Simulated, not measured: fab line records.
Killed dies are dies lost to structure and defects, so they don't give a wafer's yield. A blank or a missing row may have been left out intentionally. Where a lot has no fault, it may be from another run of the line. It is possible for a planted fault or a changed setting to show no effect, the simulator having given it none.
Which tool did it? / flow n5Finfet / Sampling: 10 lots, 30 wafers, 4 of 1938 route steps

## WHAT THE GAUGES SHOWED, per wafer
N5_BEOL_M4_INSPECT_30: inspects for defects (brightfield).
lot=L075; measured=day 7 20:14; on=defectInspect-01; rawDefectCount=299 278 352
lot=L076; measured=day 8 08:41; on=defectInspect-02; rawDefectCount=397 426 767
lot=L079; measured=day 8 19:01; on=defectInspect-02; rawDefectCount=540 478 587
lot=L082; measured=day 10 04:05; on=defectInspect-01; rawDefectCount=533 296 366
lot=L084; measured=day 10 08:44; on=defectInspect-01; rawDefectCount=449 422 513
lot=L086; measured=day 11 00:10; on=defectInspect-01; rawDefectCount=401 622 712
lot=L088; measured=day 11 04:01; on=defectInspect-01; rawDefectCount=455 490 441
lot=L090; measured=day 11 16:06; on=defectInspect-02; rawDefectCount=538 409 413
lot=L093; measured=day 12 12:40; on=defectInspect-01; rawDefectCount=545 477 665
lot=L096; measured=day 13 04:49; on=defectInspect-01; rawDefectCount=382 490 484

## TOOL THAT RAN EACH LOT (tool first, then ch and the chambers of the sampled wafers, then the start)
lot=L075; N5_BEOL_M3_ANNEAL_93=pvdSputter-02, day 7 16:11; N5_BEOL_M4_ETCH_63=rieDiel-01 ch 0,3, day 7 19:19; N5_BEOL_M4_STRIP_19=rieDiel-04 ch 2,3, day 7 19:38
lot=L076; N5_BEOL_M3_ANNEAL_93=pvdSputter-03, day 8 03:12; N5_BEOL_M4_ETCH_63=rieDiel-02 ch 0,1,3, day 8 07:44; N5_BEOL_M4_STRIP_19=rieDiel-01 ch 0,1,3, day 8 08:05
lot=L079; N5_BEOL_M3_ANNEAL_93=pvdSputter-02, day 8 14:38; N5_BEOL_M4_ETCH_63=rieDiel-04 ch 0,1,2, day 8 18:04; N5_BEOL_M4_STRIP_19=rieDiel-01 ch 0,1,2, day 8 18:25
lot=L082; N5_BEOL_M3_ANNEAL_93=pvdSputter-02, day 9 23:23; N5_BEOL_M4_ETCH_63=rieDiel-01 ch 0,2, day 10 03:08; N5_BEOL_M4_STRIP_19=rieDiel-04 ch 1,2,3, day 10 03:28
lot=L084; N5_BEOL_M3_ANNEAL_93=pvdSputter-03, day 10 04:53; N5_BEOL_M4_ETCH_63=rieDiel-02 ch 0,1,3, day 10 07:47; N5_BEOL_M4_STRIP_19=rieDiel-04 ch 1,2,3, day 10 08:08
lot=L086; N5_BEOL_M3_ANNEAL_93=pvdSputter-01, day 10 19:05; N5_BEOL_M4_ETCH_63=rieDiel-02 ch 0,1,2, day 10 23:23; N5_BEOL_M4_STRIP_19=rieDiel-02 ch 0,1,3, day 10 23:42
lot=L088; N5_BEOL_M3_ANNEAL_93=pvdSputter-03, day 11 00:01; N5_BEOL_M4_ETCH_63=rieDiel-01 ch 0,1, day 11 03:11; N5_BEOL_M4_STRIP_19=rieDiel-01 ch 0,1,2, day 11 03:32
lot=L090; N5_BEOL_M3_ANNEAL_93=pvdSputter-03, day 11 12:25; N5_BEOL_M4_ETCH_63=rieDiel-02 ch 0,1, day 11 15:13; N5_BEOL_M4_STRIP_19=rieDiel-04 ch 1,3, day 11 15:32
lot=L093; N5_BEOL_M3_ANNEAL_93=pvdSputter-02, day 12 08:56; N5_BEOL_M4_ETCH_63=rieDiel-02 ch 0,1,3, day 12 11:43; N5_BEOL_M4_STRIP_19=rieDiel-02 ch 0,1, day 12 12:04
lot=L096; N5_BEOL_M3_ANNEAL_93=pvdSputter-01, day 13 00:18; N5_BEOL_M4_ETCH_63=rieDiel-02 ch 0,1,3, day 13 04:01; N5_BEOL_M4_STRIP_19=rieDiel-04 ch 0,1,3, day 13 04:20
- N5_BEOL_M3_ANNEAL_93: time 240 s.
- N5_BEOL_M4_ETCH_63: etches SiARC in CF4, target depth 15.6 nm, time 26 s.
- N5_BEOL_M4_STRIP_19: strips in O2.

## THE ANSWER, worked out from the rows above alone
Rule: usual is defined by the lots themselves. Put in order of their means at a reading, lots are off if they are a third of the lots or fewer, leave a main group of 4 or more, and stand apart from it by a gap of 3 or more times the standard deviation of the main group's means; of several such gaps the widest counts. A main group whose means are all the same, to the digits that the tables above print for the reading, isn't used. Also off: a lot with no number at a reading for which 4 or more lots have one. The other lots that the step has rows for count as sound.
No lot is off on any of the readings shown, so nothing can be concluded from this.

## WHAT THE SIMULATOR HAD INSERTED
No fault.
